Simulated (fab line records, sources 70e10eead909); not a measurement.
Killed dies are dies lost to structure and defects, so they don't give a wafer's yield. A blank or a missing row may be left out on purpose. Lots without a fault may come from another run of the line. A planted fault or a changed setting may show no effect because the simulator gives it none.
Tool commonality check | flow nand_harc | 12 lots, 36 wafers sampled

WHY IT WAS OPENED
At NHARC_A_SIN_REMOVE_INSPECT_04 the reading raw_defect_count is flagged on 2 of 12 lots. Wafers without a fault read 274, standard deviation 69.
Rule: a lot is flagged when every wafer of it that has a number lies more than 4 standard deviations from that mean, or none has a number. The other lots count as sound.

lot  | measured     | on                | raw_defect_count, wafer by wafer | flag
L338 | day 14 14:45 | defect_inspect-02 | 298 263 254                      |
L340 | day 15 02:27 | defect_inspect-01 | 261 233 208                      |
L344 | day 16 02:58 | defect_inspect-01 | 1086 1097 947                    | FLAGGED
L347 | day 17 10:07 | defect_inspect-02 | 918 962 918                      | FLAGGED
L350 | day 17 20:46 | defect_inspect-02 | 278 204 287                      |
L351 | day 17 20:46 | defect_inspect-01 | 279 297 329                      |
L349 | day 17 20:48 | defect_inspect-02 | 191 239 173                      |
L353 | day 18 05:50 | defect_inspect-02 | 260 267 304                      |
L355 | day 19 10:43 | defect_inspect-02 | 298 446 389                      |
L356 | day 19 14:39 | defect_inspect-01 | 352 268 387                      |
L354 | day 20 02:31 | defect_inspect-02 | 284 334 473                      |
L358 | day 20 06:00 | defect_inspect-02 | 262 208 289                      |
The numbers of the flagged lots are 988 on average: +714 against the usual, or +10 standard deviations.

WHICH TOOL RAN EACH LOT
The record holds 2 process steps before the reading, out of a route of 1159 steps. In each cell: the tool, then ch and the chambers that the sampled wafers went through, then the start.
lot  | flag    | NHARC_A_SLIT_ETCH_24               | NHARC_A_SLIT_PRECLEAN_19
L338 |         | rie_diel-03 ch 0,2,3, day 14 02:01 | wet_bench-09 ch 1,4,5, day 14 06:44
L340 |         | rie_diel-02 ch 2,3, day 14 15:28   | wet_bench-05 ch 3,5,6, day 14 18:40
L344 | FLAGGED | rie_diel-03 ch 1,3, day 15 15:49   | wet_bench-05 ch 0,4,6, day 15 19:06
L347 | FLAGGED | rie_diel-02 ch 1,3, day 16 22:38   | wet_bench-05 ch 0,4,7, day 17 02:21
L350 |         | rie_diel-12 ch 0,2,3, day 17 08:01 | wet_bench-09 ch 1,2,6, day 17 13:10
L351 |         | rie_diel-03 ch 0,2,3, day 17 07:47 | wet_bench-04 ch 0,3,4, day 17 13:00
L349 |         | rie_diel-02 ch 0,1, day 17 11:25   | wet_bench-04 ch 0,5,7, day 17 14:51
L353 |         | rie_diel-12 ch 0,1, day 17 18:41   | wet_bench-04 ch 0,2,5, day 17 22:14
L355 |         | rie_diel-12 ch 2,3, day 18 23:39   | wet_bench-09 ch 1,4,5, day 19 02:49
L356 |         | rie_diel-03 ch 0,1,3, day 19 01:01 | wet_bench-09 ch 1,5,6, day 19 06:54
L354 |         | rie_diel-03 ch 0,1,3, day 19 01:35 | wet_bench-09 ch 1,3,6, day 19 18:39
L358 |         | rie_diel-12 ch 0,2,3, day 19 18:04 | wet_bench-04 ch 0,2,3, day 19 21:27
What these steps do:
- NHARC_A_SLIT_ETCH_24: etches the open film in CF4/CHF3, target depth 121 nm, time 60.5 s.
- NHARC_A_SLIT_PRECLEAN_19: cleans in SC1.
- NHARC_A_SIN_REMOVE_INSPECT_04

FLAGGED OVER TOTAL, TOOL BY TOOL (the gauges that took the reading come last)
step                          | tool              | lots run | flagged | share of the flagged lots | sound lots run after its first flagged lot
NHARC_A_SLIT_ETCH_24          | rie_diel-02       | 3        | 1       | some                      | 1 (L349)
NHARC_A_SLIT_ETCH_24          | rie_diel-03       | 5        | 1       | some                      | 3 (L351,L356,L354)
NHARC_A_SLIT_ETCH_24          | rie_diel-12       | 4        | 0       | none                      | -
NHARC_A_SLIT_PRECLEAN_19      | wet_bench-04      | 4        | 0       | none                      | -
NHARC_A_SLIT_PRECLEAN_19      | wet_bench-05      | 3        | 2       | all                       | 0
NHARC_A_SLIT_PRECLEAN_19      | wet_bench-09      | 5        | 0       | none                      | -
NHARC_A_SIN_REMOVE_INSPECT_04 | defect_inspect-01 | 4        | 1       | some                      | 2 (L351,L356)
NHARC_A_SIN_REMOVE_INSPECT_04 | defect_inspect-02 | 8        | 1       | some                      | 6 (L350,L349,L353,L355,L354,L358)

WHAT THE TABLE ALLOWS
1 row of the table ran every flagged lot: wet_bench-05 at NHARC_A_SLIT_PRECLEAN_19.
- wet_bench-05 at NHARC_A_SLIT_PRECLEAN_19: 2 of its 3 lots flagged. Its last sound lot is L340 (day 14 18:40), its first flagged lot L344 (day 15 19:06): a fault that began between those two fits.
One tool is left: wet_bench-05 at NHARC_A_SLIT_PRECLEAN_19.

WHAT THE SIMULATOR HAD PUT IN
Chamber particle source: wet_bench-05, from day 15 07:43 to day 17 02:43, at NHARC_A_SLIT_PRECLEAN_19. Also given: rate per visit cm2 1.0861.
Lots struck among those shown: L344, L347. The rule above found the same.
